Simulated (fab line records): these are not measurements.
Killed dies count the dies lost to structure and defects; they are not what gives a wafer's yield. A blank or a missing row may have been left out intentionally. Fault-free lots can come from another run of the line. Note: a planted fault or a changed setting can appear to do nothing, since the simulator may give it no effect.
fab line records + flow n5-finfet
record
- lots=5
- wafers=13
- last-day=19
route steps=1938 shown MOL_CONTACT_COAG@520 PASSIVATION@1936
lots untouched by any fault: they come from a run of this same line in which no faults occurred
start-h: hours from the record's first day to the start of the lot's first wafer shown + wait-h: hours from the lot's prior step to this one + " the same as in the row above + L1.1+2: one row covering several wafers at once + - either no value or no given start + * or withheld: withheld + < > ~ a bound
route shown NAME@n: a module of which the file shows steps, and the number in the route of the first + usual: the fault-free wafers' mean and standard deviation + same: alike in all rows + chamber/n: place in a boat + sites: readings site by site + _std_site: standard deviation across them + _edge_site: the outer-site mean with the inner-site mean subtracted + radius-mm: how far each site lies from the wafer's centre + mask NAME#n: copy n + behind: the last tool/chamber to shape the wafer + hold: what put the lot on hold/how long, in hours/how the hold closed + device: the transistor (n, p or np) that didn't switch + end of line: the same wafers' tests at the end of the route + where a step has no rows: the recipe by itself + killed: not the wafer's yield, but the dies lost to structure and defects at the first sort + map: dies across one wafer; x = killed, . = not, _ = none there
set.NAME: setting as actually run; set.NAME@STEP: the setting as run at that earlier step + model.NAME: the simulator's own value behind a step, which no gauge read
lots at selected steps of the route; one table per step, one row per wafer
services: from which hour (start-h, from the record's first day; less than 0 if before it) a tool's chamber was out of use, for how many hours, and why
## steps
# step N5_MOL_CONTACT_COAG_COAT_02
# recipe
- resist=CAR-EUV
- spin-rpm=1500
- resist-thk-nm=30
# step N5_MOL_CONTACT_COAG_EBR_04
# recipe
- solvent=PGMEA
- ebr-width-mm=1.5
# step N5_MOL_CONTACT_COAG_SOFTBAKE_03
# recipe
- temp-c=110
- time-s=60
- resist=CAR-EUV
# step N5_MOL_CONTACT_COAG_EXPOSE_05
# recipe
- mask-id=CA
- na=0.33
- source-shape=annular
- sigma-inner=0.4
- sigma-outer=0.8
- polarization=unpolarized
- defocus-nm=0
- dose-mj=38.25
# step N5_MOL_CONTACT_COAG_PEB_06
# recipe
- peb-temp-c=100
- peb-time-s=60
- resist=CAR-EUV
# step N5_MOL_CONTACT_COAG_DEVELOP_07
# recipe
- develop-time-s=30
- developer=TMAH
- resist=CAR-EUV
- rinse-liquid=surfactant-rinse
- dry=air-spin
- dev-temp-c=23
# step N5_MOL_CONTACT_COAG_DESCUM_13
# recipe
- chemistry=O2
- time-s=7
- source-power-w=50
- bias-power-w=20
- pressure-mtorr=20
- rf-frequency-hz=2.712e+07
- temp-c=40
- resist=CAR-EUV
- o2-flow-sccm=225
# step N5_MOL_CONTACT_COAG_ETCH_59
# recipe
- chemistry=N2/H2
- target=underlayer
- target-depth-a=130
- mask-material=CAR-EUV
- time-s=10.4
- ion-energy-ev=200
- pressure-mtorr=30
- source-w=840
- bias-w=150
- n2-flow-sccm=200
- h2-flow-sccm=200
- ends=cleared
# step N5_MOL_CONTACT_COAG_ETCH_105
# recipe
- chemistry=CF4
- target=SiARC
- target-depth-a=156
- mask-material=CAR-EUV
- time-s=26
- ion-energy-ev=80
- pressure-mtorr=40
- source-w=545
- bias-w=36
- Ar_flow_sccm=100
- cf4-flow-sccm=100
- ends=cleared
# step N5_MOL_CONTACT_COAG_ETCH_106
# recipe
- chemistry=N2/H2
- target=SOC
- target-depth-a=800
- overetch-a=160
- mask-material=SiARC
- temp-c=40
- time-s=120
- ion-energy-ev=200
- pressure-mtorr=30
- source-w=840
- bias-w=150
- n2-flow-sccm=200
- h2-flow-sccm=200
# usual
- drypump-motor-current-A=5.53/0.26
- oes-product-au=0.69/0.085
- rf-vpp-V=523.5/2.4
- showerhead-plenum-p-Torr=2.53/0.084
- temp-c=39.99/0.11
- throttle-valve-pct=17.77/0.23
| lot.wafer | tool        | chamber | start-h | wait-h | drypump-motor-current-A | oes-product-au | rf-hours-counter-h | rf-vpp-V | showerhead-plenum-p-Torr | temp-c | throttle-valve-pct | model.etch.depth-nm | model.SiARC_of_MOL_CONTACT_COAG_COAT_104.thk-nm | model.MOL_CONTACT_COAG.cd-offset-nm |
|-----------|-------------|---------|---------|--------|-------------------------|----------------|--------------------|----------|--------------------------|--------|--------------------|---------------------|-------------------------------------------------|-------------------------------------|
| L866.1    | rie-diel-04 | 2       | 161.17  | 0.0    | 5.39                    | 0.61           | 242                | 522.0    | 2.50                     | 39.73  | 17.66              | 80.01               | 6.4                                             | -0.2                                |
| L866.5    | "           | 1       | "       | "      | 5.92                    | 0.65           | -                  | 519.5    | 2.42                     | 40.09  | 17.76              | 80.02               | 6.4                                             | -0.4                                |
| L866.6    | "           | 0       | "       | "      | 5.51                    | 0.65           | -                  | 522.8    | 2.53                     | 39.91  | 17.92              | 80.24               | 6.6                                             | -0.2                                |
| L869.1    | rie-diel-01 | 2       | 178.94  | 0.0    | 5.78                    | 0.66           | 201                | 520.0    | 2.41                     | 40.08  | 17.91              | 80.12               | 6.6                                             | 0.2                                 |
| L869.3    | "           | 1       | "       | "      | 5.62                    | 0.62           | 218                | 521.2    | 2.40                     | 39.96  | 17.76              | 79.92               | 6.4                                             | 0                                   |
| L869.6    | "           | 2       | "       | "      | 5.79                    | 0.65           | -                  | 520.8    | 2.41                     | 40.08  | 17.89              | 79.95               | 6.6                                             | 0.2                                 |
| L874.1    | rie-diel-04 | 0       | 212.53  | 0.0    | 5.52                    | 0.60           | 229                | 524.2    | 2.52                     | 39.98  | 17.95              | 72.62               | 7.8                                             | -0.2                                |
| L874.6    | "           | 2       | "       | "      | 5.40                    | 0.86           | -                  | 524.4    | 2.49                     | 39.87  | 17.24              | 80.44               | 6.2                                             | 0.4                                 |
| L875.1    | rie-diel-04 | 3       | 213.58  | 0.0    | 5.20                    | 0.63           | 188                | 522.5    | 2.54                     | 39.98  | 17.98              | 74.91               | 7.6                                             | -0.2                                |
| L875.2    | "           | 2       | "       | "      | 5.41                    | 0.86           | 8                  | 522.8    | 2.49                     | 40.05  | 17.22              | 80.47               | 6.2                                             | 0.2                                 |
| L875.6    | "           | 2       | "       | "      | 5.41                    | 0.86           | -                  | 523.5    | 2.49                     | 39.97  | 17.21              | 80.45               | 6.2                                             | 0.2                                 |
| L876.4    | rie-diel-04 | 2       | 221.61  | 0.0    | 5.41                    | 0.83           | 10                 | 520.3    | 2.49                     | 39.95  | 17.22              | 77.22               | 7.6                                             | 0                                   |
| L876.6    | "           | 2       | "       | "      | 5.41                    | 0.85           | -                  | 522.9    | 2.49                     | 39.94  | 17.22              | 80                  | 6.2                                             | 0.2                                 |
# step N5_MOL_CONTACT_COAG_STRIP_107
# recipe
- chemistry=N2/H2
- temp-c=40
- n2-flow-sccm=200
- h2-flow-sccm=200
- rf-frequency-hz=6e+07
# step N5_MOL_CONTACT_COAG_STRIP_108
# recipe
- chemistry=N2/H2
- temp-c=40
- n2-flow-sccm=200
- h2-flow-sccm=200
- rf-frequency-hz=6e+07
# step N5_MOL_CONTACT_COAG_CONTACT_ETCH_14
# recipe
- chemistry=C4F6/O2
- target=SiO2
- target-depth-a=275
- overetch-a=85
- mask-material=SOC
- pressure-mtorr=30
- source-w=370
- bias-w=185
- Ar_flow_sccm=300
- C4F6_flow_sccm=16
- O2_flow_sccm=10
- time-s=20
- ion-energy-ev=259.6
# step N5_MOL_CONTACT_COAG_STRIP_109
# recipe
- chemistry=C4F6/O2
- resist=SiARC
- rf-frequency-hz=6e+07
# step N5_MOL_CONTACT_COAG_ETCH_15
# recipe
- chemistry=CH3F/O2
- target=SiNx
- target-depth-a=70
- mask-material=SOC
- stop-on=Si:P
- over-etch-frac=0.75
- ion-energy-ev=120
- pressure-mtorr=30
- source-w=395
- bias-w=73
- Ar_flow_sccm=150
- CH3F_flow_sccm=30
- O2_flow_sccm=20
# step N5_MOL_CONTACT_COAG_ETCH_110
# recipe
- chemistry=CF4/O2
- target=Si
- target-depth-a=25
- time-s=8
- pressure-mtorr=100
- source-w=200
- bias-w=12
- ion-energy-ev=60
- Ar_flow_sccm=100
- cf4-flow-sccm=100
- O2_flow_sccm=10
# usual
- drypump-motor-current-A=5.52/0.26
- oes-product-au=0.77/0.11
- rf-vpp-V=125.9/2.4
- showerhead-plenum-p-Torr=2.21/0.067
- throttle-valve-pct=10.73/0.26
| lot.wafer | tool        | chamber | start-h | wait-h | drypump-motor-current-A | oes-product-au | rf-hours-counter-h | rf-vpp-V | showerhead-plenum-p-Torr | throttle-valve-pct | model.MOL_CONTACT_COAG.cd-offset-nm |
|-----------|-------------|---------|---------|--------|-------------------------|----------------|--------------------|----------|--------------------------|--------------------|-------------------------------------|
| L866.1    | rie-diel-04 | 2       | 161.37  | 0.0    | 5.38                    | 0.69           | 242                | 127.6    | 2.20                     | 10.90              | -0.2                                |
| L866.5    | "           | 1       | "       | "      | 5.91                    | 0.72           | -                  | 126.1    | 2.13                     | 10.87              | -0.4                                |
| L866.6    | "           | 0       | "       | "      | 5.54                    | 0.72           | -                  | 124.8    | 2.20                     | 10.81              | -0.2                                |
| L869.1    | rie-diel-01 | 2       | 179.14  | 0.0    | 5.77                    | 0.72           | 201                | 125.9    | 2.12                     | 11.00              | 0                                   |
| L869.3    | "           | 1       | "       | "      | 5.66                    | 0.68           | 218                | 130.5    | 2.11                     | 10.87              | 0.2                                 |
| L869.6    | "           | 2       | "       | "      | 5.77                    | 0.72           | -                  | 126.5    | 2.12                     | 11.00              | 0.2                                 |
| L874.1    | rie-diel-04 | 0       | 212.72  | 0.0    | 5.51                    | 0.70           | 229                | 124.7    | 2.20                     | 10.86              | -0.2                                |
| L874.6    | "           | 2       | "       | "      | 5.40                    | 0.99           | -                  | 126.5    | 2.19                     | 10.23              | 0.2                                 |
| L875.1    | rie-diel-04 | 3       | 213.78  | 0.0    | 5.22                    | 0.72           | 188                | 127.7    | 2.20                     | 10.84              | -0.4                                |
| L875.2    | "           | 2       | "       | "      | 5.39                    | 0.98           | 8                  | 126.8    | 2.19                     | 10.21              | 0                                   |
| L875.6    | "           | 2       | "       | "      | 5.41                    | 0.98           | -                  | 127.2    | 2.19                     | 10.21              | 0                                   |
| L876.4    | rie-diel-04 | 2       | 221.81  | 0.0    | 5.41                    | 0.96           | 11                 | 126.7    | 2.19                     | 10.24              | 0                                   |
| L876.6    | "           | 2       | "       | "      | 5.42                    | 0.97           | -                  | 127.5    | 2.19                     | 10.23              | 0.2                                 |
# step N5_MOL_CONTACT_COAG_STRIP_98
# recipe
- chemistry=N2/H2
- power-w=500
- temp-c=40
- pressure-mtorr=50
- rf-frequency-hz=6e+07
- overash-fraction=0.3
- bias-power-w=8
- h2-frac=0.5
- n2-flow-sccm=300
- h2-flow-sccm=300
# step N5_MOL_CONTACT_COAG_IMPLANT_129
# recipe
- species=Ge
- energy-kev=3
- dose-cm2=6e+14
- tilt-deg=0
- rotation-deg=0
# step N5_MOL_CONTACT_COAG_PRECLEAN_111
# recipe
- chemistry=NF3:NH3
- afs-cycles=1
- temp-c=30
- time-s=20
- sublimation-temp-c=180
- sublimation-time-s=60
- pressure-torr=3
- rf-power-w=30
# step N5_MOL_CONTACT_COAG_TI_SIL_19
# recipe
- material=Ti
- target-thk-a=42
- temp-c=200
- chamber-pressure-pa=5
- power-w=5000
- time-s=15
# step N5_MOL_CONTACT_COAG_ALD_20
# recipe
- material=TiN
- target-thk-a=15
- temp-c=400
- ald-precursor-family=TiCl4
- ald-co-reactant=NH3
- pulse-time-s=1
- purge-time-s=3
- co-reactant-purge-time-s=2
- co-reactant-pulse-time-s=2
- ald-cycles=68
- pressure-torr=3
# step N5_MOL_CONTACT_COAG_SIL_ANNEAL_21
# recipe
- temp-c=550
- time-s=60
- ambient=N2
# step N5_MOL_CONTACT_COAG_PRE_CLEAN_141
# recipe
- gas=H2/He
- time-s=60
- temp-c=300
# step N5_MOL_CONTACT_COAG_SPUTTER_143
# recipe
- material=Co
- target-thk-a=25
- temp-c=25
- chamber-pressure-pa=0.2
# step N5_MOL_CONTACT_COAG_CO_FILL_22
# recipe
- material=Co
- target-thk-a=200
- temp-c=200
- precursor=CCTBA/H2
- pressure-torr=30
# step N5_MOL_CONTACT_COAG_ANNEAL_113
# recipe
- temp-c=400
- time-s=300
- ambient=H2/N2
# step N5_MOL_CONTACT_COAG_PRE_CLEAN_142
# recipe
- gas=H2/He
- time-s=60
- temp-c=300
# step N5_MOL_CONTACT_COAG_SPUTTER_130
# recipe
- material=Co
- target-thk-a=475
- temp-c=25
- chamber-pressure-pa=0.5
- power-w=3000
# step N5_MOL_CONTACT_COAG_PRECLEAN_125
# recipe
- chemistry=DIW
- time-s=57.5
- temp-c=23
# step N5_MOL_CONTACT_COAG_SRD_126
# recipe
- dry-time-s=32
- dry=n2-spin
- spin-rpm=1500
# step N5_MOL_CONTACT_COAG_CMP_23
# recipe
- stop-on=SiO2
- t-overpolish-s=1.5
- post-cmp-clean=cu-alkaline
- down-force-psi=2
- platen-rpm=50.289
- pad-velocity-m-s=1.0006
- target-thk-nm=0
# step N5_MOL_CONTACT_COAG_WET_ETCH_26
# recipe
- target=Co
- target-depth-nm=13
# step N5_MOL_CONTACT_COAG_WET_ETCH_116
# recipe
- chemistry=SC1-inhibited
- target-depth-nm=4.6
- dry=ipa-marangoni
- rinse-time-s=30
- rinse-temp-c=23
# step N5_MOL_CONTACT_COAG_ALD_27
# recipe
- material=SiOC
- target-thk-a=170
- temp-c=400
- ald-precursor-family=carbosiloxane
- ald-co-reactant=H2-plasma
- pulse-time-s=1.5
- time-s=2720
- purge-time-s=2
- co-reactant-purge-time-s=2
- ald-cycles=340
- pressure-torr=2
# step N5_MOL_CONTACT_COAG_CMP_28
# recipe
- stop-on=SiNx
- t-overpolish-s=0.85
- post-cmp-clean=alkaline-brush
- down-force-psi=4.15
- platen-rpm=51.8
- pad-velocity-m-s=1.0307
- target-thk-nm=14.522
# step N5_PASSIVATION_PROBE_49
# usual
- killed_at_M0_to_M3=33/11
- killed_at_M4_up=15/6.2
- killed-at-contacts=13/6.5
- killed-at-front-end=38/11
- killed-at-other=3.4/2.6
- killed-dies=102/17
- killed-on-rim=13/4.1
- killed-open=67/12
- killed-short=34/7.9
# same
- gross-dies=1180
- killed-at-back-side=0
| lot.wafer | tool      | chamber | start-h | wait-h | killed_at_M0_to_M3 | killed_at_M4_up | killed-at-contacts | killed-at-front-end | killed-at-other | killed-dies | killed-on-rim | killed-open | killed-short |
|-----------|-----------|---------|---------|--------|--------------------|-----------------|--------------------|---------------------|-----------------|-------------|---------------|-------------|--------------|
| L874.1    | prober-02 | -       | 434.76  | 0.7    | 21                 | 15              | 1010               | 22                  | 5               | 1073        | 110           | 52          | 26           |
| L874.6    | prober-02 | -       | 435.01  | 1.0    | 25                 | 9               | 21                 | 48                  | 8               | 111         | 21            | 80          | 30           |
| L876.4    | prober-01 | -       | 455.44  | 0.2    | 36                 | 30              | 298                | 41                  | 4               | 409         | 25            | 94          | 25           |
| L875.1    | prober-02 | -       | 455.74  | 0.0    | 33                 | 26              | 750                | 28                  | 3               | 840         | 137           | 75          | 25           |
# killed by level:class
L874.1 MOL_CONTACT_COAG:area-etch=994 MOL_CONTACT_COAG:geometric-particle:open=13 BEOL_M3:geometric-particle:open=5 STI_FIN_REVEAL:geometric-particle:open=4 BEOL_M1:geometric-particle:open=4 BEOL_M1:geometric-particle:short=4 MOL_CONTACT_COAG:geometric-particle:short=3 BEOL_M0:geometric-particle:open=3
L874.6 STI_FIN_REVEAL:geometric-particle:open=18 MOL_CONTACT_COAG:geometric-particle:open=14 MOL_CONTACT_COAG:geometric-particle:short=7 BEOL_M0_SAQP:geometric-particle:open=6 DUMMY_GATE:geometric-particle:open=5 BEOL_M2:geometric-particle:open=5 STI_FIN_REVEAL:geometric-particle:short=4 GATE_CUT:geometric-particle:open=4
L876.4 MOL_CONTACT_COAG:area-etch=290 BEOL_M4:geometric-particle:open=20 BEOL_M2:geometric-particle:open=11 FIN_SAQP:geometric-particle:open=9 BEOL_M1:geometric-particle:open=9 MOL_CONTACT_COAG:geometric-particle:open=8 STI_FIN_REVEAL:geometric-particle:open=6 DUMMY_GATE:geometric-particle:open=6
L875.1 MOL_CONTACT_COAG:area-etch=737 BEOL_M4:geometric-particle:open=16 MOL_CONTACT_COAG:geometric-particle:open=12 FIN_SAQP:geometric-particle:open=8 BEOL_M0_SAQP:geometric-particle:open=8 BEOL_M0_SAQP:geometric-particle:short=6 STARTING-WAFER:geometric-particle:open=6 DUMMY_GATE:geometric-particle:open=5
# map L874.1 (x killed, . not)
_________________xxxx.xxxxxxx________________
______________xxxxxxxxxxxxxxxxxx_____________
___________x.xxxxxxxxxxxxxxxxxxx...__________
__________xxxx.xxx.xxxxxxxxxx.xx.x.x_________
________xxxxxxxxxxx.xxxxxx.xx.xxx..x.._______
_______xxxxxxxxxxxxxxxxxxx.xxxxxxxxxxx.______
______x.xxxxxxxxxxxxxxxxxxxxxxxxxxxxxxxx_____
_____xxxxxxxxxxxxxxxxxxxxxxxxxxxxxxxxxxxx____
____.xxx.xxxxxxxxxxxxxxxxxxxxxxxxxxxxxxx.x___
___xxxxxxxxxxxxxxxxxxxxxxxxxxxxxxxxxxxxxxxx__
___xxxxxxxxxxxxxxxxxxxxxxxxxxxxxxxxxxx.xxxx__
__xx.xxxxxxxxxxxxxxxxxxxxxxxxxxxxxxxxxxxxxxx_
__xxxxxxxxxxxxxxxxxxxxxxxxxxxxxxxxxxx..xx.xx_
_xxxxxxxxxxxxxxxxxxxxxxxxxxxxxxxxxxxxx.x.xx..
_xxxxxxxxxxxxxxxxxxxxxxxxxxxxxxxxxxxxxxxx.xx.
_xxxxxxxxxxxxxxxxxxxxxxxxxxxxxxxxxxxxxxxxxx.x
_xxxxxxxxxxxxxxxxxxxxxxxxxxxxxxxxxxxxxxxx.xxx
_xxxxxxxxxxxxxxxxxxxxxxxxxxxxxxxxxxxxxxx.x.xx
_xxxxxxxxxxxxxxxxxxxxxxxxxxxxxxxxxxxxx.x....x
_xxxxxxxxxxxxxxxxxxxxxxxxxxxxxxxxxxxxxxx.x...
_xxxxxxxxxxxxxxxxxxxxxxxxxxxxxxxxxxxxxxxxx.x.
__xxxxxxxxxxxxxxxxxxxxxxxxxxxxxxxxxxxxxxxx.x_
__xxxxxxxxxxxxxxxxxxxxxxxxxxxxxxxxxxxxxxxxxx_
___xxxxxxxxxxxxxxxxxxxxxxxxxxxxxxxxxxxxxxxx__
___xxxxxxxxxxxxxxxxxxxxxxxxxxxxxxxxxxxxxxxx__
____xxx.xxxx.xxxxxxxxxxxxxxxxxxxxxxxxxxxx.___
_____x.xxxxxxxxxxxxxxxxxxxxxxxxxxxxx.xxxx____
______...xxxxxxxxxxxxxxxxxxx....x.xxxx.._____
_______xxxx.xxxxxxxxxxxxxxxxx.x.xx.x...______
________.xxxx..xxxxxxxxxxxxxx..x......_______
__________xxx.xxxxxxxxxxxxx.....x..._________
___________....xxxxxxxxxxxxx.......__________
______________xxxxxxxxxxxxx.xx.._____________
_________________xx.xxxxxxxxx________________
# map L875.1 (x killed, . not)
_________________xxxxxxxxxxxx________________
______________xxxxxxxxxxxxxxxx.x_____________
___________xxxxxxxxxxxxxxxxxxxxxxxx__________
__________xx.xxxxxxxxxxxxxxxxxxxx.xx_________
________.x.x.x.x.xxxxxxxxxxxxxxxxxxxxx_______
_______xxxxxx.xxxx..xxxxxxxxxxxxxxxxxxx______
______xxxxxxx...x.xxxxx.xxxxxxxxxxxxxxxx_____
_____xxxxxxx.xx.xxx..xxxxxxxxxxxxxxxxxxxx____
____xxxxxxxxxxxxxxxxxxx.xxxxx.xxxxxx.xxxxx___
___xx.xxxxxx.xx..xxx.x.xxx.xxxxxxx.x.xxxxxx__
___.x..x..x.xxxx.x.xx.xx.xxxxxxxxx.xx.xxxxx__
__x.x.x.xxxx.xxxxxx.xxxxx.xx.xx.xx.xxxx.xxxx_
__.xx...xx..xxxxx..xx....xx.x..xxxxxxxxx.xxx_
_x.xx......x..xx.x.x.xx.x..xx..xxxxxxx.xx.xxx
_xx.x.....x.....x.x.x..x..x.x.xxx.xxxxx.xx.xx
_xxx...x.x....x..xxx.x.x.xx...xxxxx.xxx..xxx.
_xxxxx..........x.xxx......x..xxxxxx...x...x.
_.xx........x...........xx..xx.x.xxxxx.x..xx.
_xxxx..x....x..x...x....x.x.x.xxxxxxx.x..x.xx
_xxx..xxxxx....x....x.....xx.xxxxxxxxxx.xxx.x
_x...xx..xx.xxx..x..x.x...x.xxxxxxxxxxx..xxx.
__xxx.x.x.xx........xxx..xxx.xxxxxxxxx.xxx.x_
__xxxxxxxxxxxxx...x....xx.x.xx.xxxxxxxxxxxxx_
___xxxxxxxx...x..........x.xx.x..xxxxxx.x.x__
___xx.xxxx..xxx......x....x.xx.xxxxxxx..xxx__
____xx.xx.xxxx..x.xx.x.xxx..xxxx.xxxx.xx.x___
_____.xx.xxxxxx.x.x..x.xx.xxxxxxxx.xx.xxx____
______xxxxxxxxxxx..xxxx.xxxxxxxxxxx.xxxx_____
_______xxxxxxxxxxx.xxx.xx.xxxxxxxxxxxxx______
________xxxxxxxxxxxx.xxxxxxxxxxxxxxxxx_______
__________xxxx.xxxxxx.xxxxxxxxxxxxxx_________
___________xxxx.xxxxxxxxxxxxxxxxxxx__________
______________xxxxx..xxxxxxxxxxx_____________
_________________xxxxxxxxxxxx________________
## services
| tool        | chamber | start-h | hours | kind                          |
|-------------|---------|---------|-------|-------------------------------|
| rie-diel-04 | 0       | 165.31  | 3.0   | repair                        |
| rie-diel-04 | 2       | 183.03  | -     | clean                         |
| rie-diel-04 | 2       | 183.03  | -     | consumable-replace:focus-ring |
| rie-diel-04 | 2       | 183.03  | 14.3  | scheduled-down                |
| rie-diel-04 | 2       | 183.03  | 14.3  | vent-cycle                    |
## key
first-sign
- step=N5_PASSIVATION_PROBE_49
- reading=killed-at-contacts
- direction=up
- sigmas=99+
- usual=13
- struck=686
effect
- step=N5_PASSIVATION_PROBE_49
- reading=killed-dies
- direction=up
- sigmas=40
- usual=102
- struck=774
model-effect
- step=N5_MOL_CONTACT_COAG_ETCH_106
- value=etch.depth-nm
- without=80.36
- struck=74.92
model-effect
- step=N5_MOL_CONTACT_COAG_ETCH_110
- value=MOL_CONTACT_COAG.cd-offset-nm
- without=0.2
- struck=-0.2
more-kills-born-at
- N5_MOL_CONTACT_COAG_ETCH_106@rie-diel-04=2021
met-at N5_MOL_CONTACT_COAG_ETCH_106
struck-wafers L874.1,L875.1,L876.4
later-rows-left-out L874.1,L875.1
tester-left-out L874,L875,L876
onset-between 161.17 212.53
fault
- kind=process-parameter-drift
- tool=rie-diel-04
- chamber=-
- onset-h=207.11
- steps=N5_MOL_CONTACT_COAG_ETCH_106
- channel=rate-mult
- offset=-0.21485
- shape=step
- end-h=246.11
- scope=struck-wafers-only
# tester-left-out: of these lots the tester's yield and bins aren't shown, on N5 and GAA mostly nor the transistor test; their killed dies are dies lost to structure and defects alone, not to doping, threshold or leakage, so they don't give the yield
# later-rows-left-out: the simulator's readings of these wafers behind a module that went badly wrong aren't trusted and aren't shown, but for the sort
